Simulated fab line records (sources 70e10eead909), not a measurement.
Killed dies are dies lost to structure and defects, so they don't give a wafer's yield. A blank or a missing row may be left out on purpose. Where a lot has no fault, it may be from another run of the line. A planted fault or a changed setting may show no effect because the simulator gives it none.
What tool caused it? || flow nandHarc || 12 lots, 36 wafers sampled, at 5 steps of a route of 1302

== WHAT EACH GAUGE READ, for each wafer ==
NHARC_A_ONON_D1_THK_MEAS_18: measures by ellipsometry. Usual: thkNm reads 1001 nm (standard deviation 10).
{"lot": "L125", "measured": "day 8 10:55", "on": "filmMetro-02", "thkNm (nm)": "995 996 994", "flag": ""}
{"lot": "L127", "measured": "day 9 09:07", "on": "filmMetro-01", "thkNm (nm)": "1000 1000 999", "flag": ""}
{"lot": "L130", "measured": "day 11 01:06", "on": "filmMetro-01", "thkNm (nm)": "1017 1016 1019", "flag": ""}
{"lot": "L131", "measured": "day 11 01:06", "on": "filmMetro-02", "thkNm (nm)": "1000 1000 999", "flag": ""}
{"lot": "L132", "measured": "day 11 13:44", "on": "filmMetro-02", "thkNm (nm)": "1011 1014 1011", "flag": ""}
{"lot": "L133", "measured": "day 12 03:45", "on": "filmMetro-02", "thkNm (nm)": "993 993 993", "flag": ""}
{"lot": "L138", "measured": "day 13 21:37", "on": "filmMetro-02", "thkNm (nm)": "998 999 999", "flag": ""}
{"lot": "L139", "measured": "day 14 18:47", "on": "filmMetro-01", "thkNm (nm)": "1009 1011 1010", "flag": ""}
{"lot": "L142", "measured": "day 15 14:07", "on": "filmMetro-01", "thkNm (nm)": "982 985 984", "flag": ""}
{"lot": "L143", "measured": "day 16 00:01", "on": "filmMetro-02", "thkNm (nm)": "1011 1010 1010", "flag": ""}
{"lot": "L144", "measured": "day 16 11:19", "on": "filmMetro-02", "thkNm (nm)": "998 999 999", "flag": ""}
{"lot": "L145", "measured": "day 16 15:02", "on": "filmMetro-01", "thkNm (nm)": "1008 1009 1010", "flag": ""}

NHARC_END_SORT_01. Usual: killedAtArray 57, standard deviation 20; killedAtOther 1.3, standard deviation 1.4; killedAtPeriphery 3.4, standard deviation 2.4; killedDies 61, standard deviation 19; killedOpen 2.9, standard deviation 1.8; killedShort 2.5, standard deviation 1.6.
{"lot": "L138", "measured": "day 30 10:46", "on": "prober-01", "killedAtArray": "64 63", "killedAtOther": "1 2", "killedAtPeriphery": "0 1", "killedDies": "65 66", "killedOpen": "0 4", "killedShort": "2 1", "flag": ""}
{"lot": "L143", "measured": "day 33 04:55", "on": "prober-01", "killedAtArray": "68 57 62", "killedAtOther": "0 0 2", "killedAtPeriphery": "2 1 2", "killedDies": "70 58 66", "killedOpen": "1 3 0", "killedShort": "2 0 4", "flag": ""}

== TOOL THAT RAN EACH LOT (tool first, then ch and the chambers of the sampled wafers, then the start) ==
{"lot": "L125", "NHARC_A_CHANNEL_HOLE_D1_ETCH_33": "harEtch-02 ch 0,1, day 8 22:56", "NHARC_A_CHANNEL_FILL_D1_ALD_14": "aldHk-04 ch 1,2,3, day 9 07:53", "NHARC_A_CHANNEL_FILL_D1_STRIP_29": "rieDiel-05 ch 2,3, no start"}
{"lot": "L127", "NHARC_A_CHANNEL_HOLE_D1_ETCH_33": "harEtch-01 ch 0,1, day 10 05:01", "NHARC_A_CHANNEL_FILL_D1_ALD_14": "aldHk-03 ch 0,1,3, day 10 14:42", "NHARC_A_CHANNEL_FILL_D1_STRIP_29": "rieDiel-05 ch 0,2,3, no start"}
{"lot": "L130", "NHARC_A_CHANNEL_HOLE_D1_ETCH_33": "harEtch-01 ch 0,1, day 11 12:28", "NHARC_A_CHANNEL_FILL_D1_ALD_14": "aldHk-03 ch 0,1,3, day 11 20:58", "NHARC_A_CHANNEL_FILL_D1_STRIP_29": "rieDiel-01 ch 1,2,3, no start"}
{"lot": "L131", "NHARC_A_CHANNEL_HOLE_D1_ETCH_33": "harEtch-02 ch 1, day 11 12:05", "NHARC_A_CHANNEL_FILL_D1_ALD_14": "aldHk-02 ch 0,2,3, day 11 21:02", "NHARC_A_CHANNEL_FILL_D1_STRIP_29": "rieDiel-06 ch 2,3, no start"}
{"lot": "L132", "NHARC_A_CHANNEL_HOLE_D1_ETCH_33": "harEtch-02 ch 0, day 12 04:06", "NHARC_A_CHANNEL_FILL_D1_ALD_14": "aldHk-04 ch 0,1,2, day 12 13:10", "NHARC_A_CHANNEL_FILL_D1_STRIP_29": "rieDiel-01 ch 1,3, no start"}
{"lot": "L133", "NHARC_A_CHANNEL_HOLE_D1_ETCH_33": "harEtch-01 ch 0,1, day 12 18:27", "NHARC_A_CHANNEL_FILL_D1_ALD_14": "aldHk-03 ch 1,2,3, day 13 03:33", "NHARC_A_CHANNEL_FILL_D1_STRIP_29": "rieDiel-01 ch 0,1,3, no start"}
{"lot": "L138", "NHARC_A_CHANNEL_HOLE_D1_ETCH_33": "harEtch-02 ch 0,1, day 14 09:41", "NHARC_A_CHANNEL_FILL_D1_ALD_14": "aldHk-03 ch 0,2,3, day 14 19:05", "NHARC_A_CHANNEL_FILL_D1_STRIP_29": "rieDiel-06 ch 2,3, day 30 10:46 or earlier"}
{"lot": "L139", "NHARC_A_CHANNEL_HOLE_D1_ETCH_33": "harEtch-01 ch 0, day 15 05:38", "NHARC_A_CHANNEL_FILL_D1_ALD_14": "aldHk-03 ch 1,2, day 15 14:36", "NHARC_A_CHANNEL_FILL_D1_STRIP_29": "rieDiel-06 ch 0,1, no start"}
{"lot": "L142", "NHARC_A_CHANNEL_HOLE_D1_ETCH_33": "harEtch-01 ch 0,1, day 16 00:59", "NHARC_A_CHANNEL_FILL_D1_ALD_14": "aldHk-04 ch 0,1, day 16 10:35", "NHARC_A_CHANNEL_FILL_D1_STRIP_29": "rieDiel-06 ch 0,1, no start"}
{"lot": "L143", "NHARC_A_CHANNEL_HOLE_D1_ETCH_33": "harEtch-01 ch 0,1, day 16 10:59", "NHARC_A_CHANNEL_FILL_D1_ALD_14": "aldHk-02 ch 0,3, day 16 20:38", "NHARC_A_CHANNEL_FILL_D1_STRIP_29": "rieDiel-01 ch 0,1,3, day 33 04:55 or earlier"}
{"lot": "L144", "NHARC_A_CHANNEL_HOLE_D1_ETCH_33": "harEtch-01 ch 0,1, day 16 22:27", "NHARC_A_CHANNEL_FILL_D1_ALD_14": "aldHk-04 ch 0,3, day 17 07:26", "NHARC_A_CHANNEL_FILL_D1_STRIP_29": "rieDiel-06 ch 2,3, day 18 19:07"}
{"lot": "L145", "NHARC_A_CHANNEL_HOLE_D1_ETCH_33": "harEtch-01 ch 0,1, day 17 12:16", "NHARC_A_CHANNEL_FILL_D1_ALD_14": "aldHk-04 ch 0,3, day 17 21:07", "NHARC_A_CHANNEL_FILL_D1_STRIP_29": "rieDiel-01 ch 0,2,3, day 19 08:04"}
- NHARC_A_CHANNEL_HOLE_D1_ETCH_33: etches the open film in C4F8/O2/Ar, time 90 s, target depth 400 nm.
- NHARC_A_CHANNEL_FILL_D1_ALD_14: deposits SiO2, target thk 2.5 nm, pulse time 10 s, ald cycles 25.
- NHARC_A_CHANNEL_FILL_D1_STRIP_29: strips in O2, time 20 s.

== WHAT THE TOOLS THEMSELVES READ (means of the sampled wafers that have a number; where no wafer has one, the mark that the record gives instead) ==
NHARC_A_CHANNEL_HOLE_D1_ETCH_33. Usual: drypumpMotorCurrentA 6.0 A, standard deviation 0.31; showerheadPlenumPTorr 3.60 Torr, standard deviation 0.14; throttleValvePct 27.620 %, standard deviation 0.0091.
{"lot": "L125", "tool": "harEtch-02", "drypumpMotorCurrentA (A)": 5.8, "showerheadPlenumPTorr (Torr)": 3.49, "throttleValvePct (%)": 27.613, "flag": ""}
{"lot": "L127", "tool": "harEtch-01", "drypumpMotorCurrentA (A)": 5.9, "showerheadPlenumPTorr (Torr)": 3.70, "throttleValvePct (%)": 27.632, "flag": ""}
{"lot": "L130", "tool": "harEtch-01", "drypumpMotorCurrentA (A)": 6.0, "showerheadPlenumPTorr (Torr)": 3.64, "throttleValvePct (%)": 27.622, "flag": ""}
{"lot": "L131", "tool": "harEtch-02", "drypumpMotorCurrentA (A)": 6.3, "showerheadPlenumPTorr (Torr)": 3.48, "throttleValvePct (%)": 27.628, "flag": ""}
{"lot": "L132", "tool": "harEtch-02", "drypumpMotorCurrentA (A)": 5.5, "showerheadPlenumPTorr (Torr)": 3.46, "throttleValvePct (%)": 27.626, "flag": ""}
{"lot": "L133", "tool": "harEtch-01", "drypumpMotorCurrentA (A)": 6.1, "showerheadPlenumPTorr (Torr)": 3.64, "throttleValvePct (%)": 27.619, "flag": ""}
{"lot": "L138", "tool": "harEtch-02", "drypumpMotorCurrentA (A)": 5.8, "showerheadPlenumPTorr (Torr)": 3.45, "throttleValvePct (%)": 27.613, "flag": ""}
{"lot": "L139", "tool": "harEtch-01", "drypumpMotorCurrentA (A)": 5.7, "showerheadPlenumPTorr (Torr)": 3.73, "throttleValvePct (%)": 27.620, "flag": ""}
{"lot": "L142", "tool": "harEtch-01", "drypumpMotorCurrentA (A)": 5.9, "showerheadPlenumPTorr (Torr)": 3.66, "throttleValvePct (%)": 27.614, "flag": ""}
{"lot": "L143", "tool": "harEtch-01", "drypumpMotorCurrentA (A)": 5.9, "showerheadPlenumPTorr (Torr)": 3.65, "throttleValvePct (%)": 27.616, "flag": ""}
{"lot": "L144", "tool": "harEtch-01", "drypumpMotorCurrentA (A)": 5.9, "showerheadPlenumPTorr (Torr)": 3.65, "throttleValvePct (%)": 27.629, "flag": ""}
{"lot": "L145", "tool": "harEtch-01", "drypumpMotorCurrentA (A)": 6.0, "showerheadPlenumPTorr (Torr)": 3.59, "throttleValvePct (%)": 27.623, "flag": ""}

NHARC_A_CHANNEL_FILL_D1_ALD_14. Usual: heaterPowerW 458 W, standard deviation 31; precursorPulseHeightRel 1.003, standard deviation 0.02.
{"lot": "L125", "tool": "aldHk-04", "heaterPowerW (W)": 474, "precursorPulseHeightRel": 1.011, "flag": ""}
{"lot": "L127", "tool": "aldHk-03", "heaterPowerW (W)": 440, "precursorPulseHeightRel": 1.004, "flag": ""}
{"lot": "L130", "tool": "aldHk-03", "heaterPowerW (W)": 439, "precursorPulseHeightRel": 0.993, "flag": ""}
{"lot": "L131", "tool": "aldHk-02", "heaterPowerW (W)": 455, "precursorPulseHeightRel": 1.012, "flag": ""}
{"lot": "L132", "tool": "aldHk-04", "heaterPowerW (W)": 465, "precursorPulseHeightRel": 1.013, "flag": ""}
{"lot": "L133", "tool": "aldHk-03", "heaterPowerW (W)": 453, "precursorPulseHeightRel": 0.997, "flag": ""}
{"lot": "L138", "tool": "aldHk-03", "heaterPowerW (W)": 422, "precursorPulseHeightRel": 1.013, "flag": ""}
{"lot": "L139", "tool": "aldHk-03", "heaterPowerW (W)": 476, "precursorPulseHeightRel": 1.009, "flag": ""}
{"lot": "L142", "tool": "aldHk-04", "heaterPowerW (W)": 485, "precursorPulseHeightRel": 0.986, "flag": ""}
{"lot": "L143", "tool": "aldHk-02", "heaterPowerW (W)": 452, "precursorPulseHeightRel": 0.999, "flag": ""}
{"lot": "L144", "tool": "aldHk-04", "heaterPowerW (W)": 469, "precursorPulseHeightRel": 0.998, "flag": ""}
{"lot": "L145", "tool": "aldHk-04", "heaterPowerW (W)": 459, "precursorPulseHeightRel": 0.999, "flag": ""}

NHARC_A_CHANNEL_FILL_D1_STRIP_29. Usual: drypumpMotorCurrentA 5.7 A, standard deviation 0.68; oesProductAu 0.994 a.u., standard deviation 0.011; rfVppV 57.8 V, standard deviation 0.99; showerheadPlenumPTorr 3.52 Torr, standard deviation 0.16; throttleValvePct 17.037 %, standard deviation 0.0091.
{"lot": "L125", "tool": "rieDiel-05", "drypumpMotorCurrentA (A)": 6.2, "oesProductAu (a.u.)": 0.998, "rfVppV (V)": 58.6, "showerheadPlenumPTorr (Torr)": 3.65, "throttleValvePct (%)": 17.032, "flag": ""}
{"lot": "L127", "tool": "rieDiel-05", "drypumpMotorCurrentA (A)": 6.2, "oesProductAu (a.u.)": 0.992, "rfVppV (V)": 58.2, "showerheadPlenumPTorr (Torr)": 3.62, "throttleValvePct (%)": 17.040, "flag": ""}
{"lot": "L130", "tool": "rieDiel-01", "drypumpMotorCurrentA (A)": 5.3, "oesProductAu (a.u.)": 1.001, "rfVppV (V)": 58.9, "showerheadPlenumPTorr (Torr)": 3.71, "throttleValvePct (%)": 17.032, "flag": ""}
{"lot": "L131", "tool": "rieDiel-06", "drypumpMotorCurrentA (A)": 5.3, "oesProductAu (a.u.)": 0.997, "rfVppV (V)": 56.3, "showerheadPlenumPTorr (Torr)": 3.37, "throttleValvePct (%)": 17.045, "flag": ""}
{"lot": "L132", "tool": "rieDiel-01", "drypumpMotorCurrentA (A)": 4.9, "oesProductAu (a.u.)": 0.998, "rfVppV (V)": 58.7, "showerheadPlenumPTorr (Torr)": 3.66, "throttleValvePct (%)": 17.039, "flag": ""}
{"lot": "L133", "tool": "rieDiel-01", "drypumpMotorCurrentA (A)": 4.9, "oesProductAu (a.u.)": 0.989, "rfVppV (V)": 58.5, "showerheadPlenumPTorr (Torr)": 3.59, "throttleValvePct (%)": 17.028, "flag": ""}
{"lot": "L138", "tool": "rieDiel-06", "drypumpMotorCurrentA (A)": 5.6, "oesProductAu (a.u.)": 1.008, "rfVppV (V)": 58.0, "showerheadPlenumPTorr (Torr)": 3.42, "throttleValvePct (%)": 17.035, "flag": ""}
{"lot": "L139", "tool": "rieDiel-06", "drypumpMotorCurrentA (A)": 6.6, "oesProductAu (a.u.)": 0.984, "rfVppV (V)": 56.7, "showerheadPlenumPTorr (Torr)": 3.36, "throttleValvePct (%)": 17.050, "flag": ""}
{"lot": "L142", "tool": "rieDiel-06", "drypumpMotorCurrentA (A)": 6.6, "oesProductAu (a.u.)": 0.990, "rfVppV (V)": 57.0, "showerheadPlenumPTorr (Torr)": 3.36, "throttleValvePct (%)": 17.038, "flag": ""}
{"lot": "L143", "tool": "rieDiel-01", "drypumpMotorCurrentA (A)": 4.9, "oesProductAu (a.u.)": 0.991, "rfVppV (V)": 58.4, "showerheadPlenumPTorr (Torr)": 3.58, "throttleValvePct (%)": 17.038, "flag": ""}
{"lot": "L144", "tool": "rieDiel-06", "drypumpMotorCurrentA (A)": 5.3, "oesProductAu (a.u.)": 1.005, "rfVppV (V)": 57.8, "showerheadPlenumPTorr (Torr)": 3.37, "throttleValvePct (%)": 17.032, "flag": ""}
{"lot": "L145", "tool": "rieDiel-01", "drypumpMotorCurrentA (A)": 5.2, "oesProductAu (a.u.)": 0.997, "rfVppV (V)": 58.6, "showerheadPlenumPTorr (Torr)": 3.58, "throttleValvePct (%)": 17.037, "flag": ""}

== THE ANSWER, worked out from the rows above alone ==
Rule: take the mean of a lot's wafers that have a number; if it is more than 3 standard deviations from the usual mean, the lot is off. A lot without any number at a reading at which 4 lots or more have one is off too. Where the step has rows for the other lots, those lots are counted as sound. The gauges are gone through in route order, then the tools' own readings, and for those a lot's mean is taken as printed above. The first step at which some lot is off is used, and at that step the reading that is off furthest; a lot without a number counts as furthest.
Nothing can be told from this: no lot is off at any reading shown.

== WHAT THE SIMULATOR PUT IN ==
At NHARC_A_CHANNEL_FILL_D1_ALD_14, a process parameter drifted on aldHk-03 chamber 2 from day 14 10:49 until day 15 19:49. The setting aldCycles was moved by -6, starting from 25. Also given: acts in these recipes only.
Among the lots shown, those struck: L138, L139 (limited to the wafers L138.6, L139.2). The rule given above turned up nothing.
